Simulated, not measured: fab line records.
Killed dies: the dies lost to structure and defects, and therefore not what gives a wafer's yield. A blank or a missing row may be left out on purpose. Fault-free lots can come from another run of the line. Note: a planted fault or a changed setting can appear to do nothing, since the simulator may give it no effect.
One fault through the eyes of 2 desks | flow nandHarc | every desk sees just its own numbers, and what lay behind them comes last

## TOOL OWNER'S DESK, lithoTrack-07
The tool's own readings at NHARC_P_STI_PEB_07 (peb time 80 s): means of the sampled wafers that have a number, for each lot that ran on this tool. If a lot's mean is further than 4 standard deviations from the usual mean, the lot is out of limits and carries the mark OUT (the distance appears in the brackets).
Columns: A = heaterPowerTotalW at NHARC_P_STI_PEB_07, usual 189.8 W; B = plateTempC at NHARC_P_STI_PEB_07, usual 127.98 C
lot  | first seen here | A               | B
L898 | day 3 02:35     | 189.3           | 127.93
L905 | day 5 18:52     | 179.7 (-13) OUT | 122.80 (-32) OUT
L906 | day 6 02:35     | 178.8 (-14) OUT | 122.86 (-32) OUT
L920 | day 12 00:32    | 189.3           | 127.86
Finding of this desk: L905, L906 out of limits; the first was L905 at day 5 18:52, on heaterPowerTotalW at NHARC_P_STI_PEB_07. In limits: L898, L920.

## FROM THE METROLOGY DESK
What the gauges read, lot by lot, whatever tool the lot ran on: means of the sampled wafers that have a number. If a lot's mean is further than 4 standard deviations from the usual mean, the lot is out of limits and carries the mark OUT (the distance appears in the brackets).
Columns: A = cdNm at NHARC_P_STI_CD_MEAS_09, usual 199.8 nm
lot  | first seen here | A
L898 | day 3 02:40     | 198.5
L899 | day 3 10:55     | 200.2
L900 | day 3 14:50     | 199.4
L905 | day 5 18:58     | 148.2 (-23) OUT
L906 | day 6 02:41     | 152.8 (-21) OUT
L909 | day 7 09:58     | 199.3
L910 | day 7 18:58     | 199.3
L911 | day 8 04:09     | 201.8
L912 | day 8 14:42     | 200.8
L915 | day 9 22:38     | 198.8
L917 | day 10 18:38    | 200.0
L918 | day 11 04:22    | 199.8
L919 | day 11 13:34    | 200.1
L920 | day 12 00:38    | 196.8
Finding of this desk: L905, L906 out of limits; the first was L905 at day 5 18:58, on cdNm at NHARC_P_STI_CD_MEAS_09. In limits: L898, L899, L900, L909, L910, L911, L912, L915, L917, L918, L919, L920.

## TAKEN TOGETHER
The tool owner's desk could have raised an alarm at day 5 18:52, on L905, L906.
L905, L906 would have let the metrology desk raise an alarm at day 5 18:58.
All the named lots went through NHARC_P_STI_PEB_07 on lithoTrack-07.

## WHAT HAD BEEN PUT IN BY THE SIMULATOR
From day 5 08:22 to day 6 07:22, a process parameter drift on lithoTrack-07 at NHARC_P_STI_PEB_07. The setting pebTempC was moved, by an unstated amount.
Struck lots among those shown: L905, L906.
Fault start to first reading out of limits, in hours, per desk: tool owner, 11; metrology, 11.
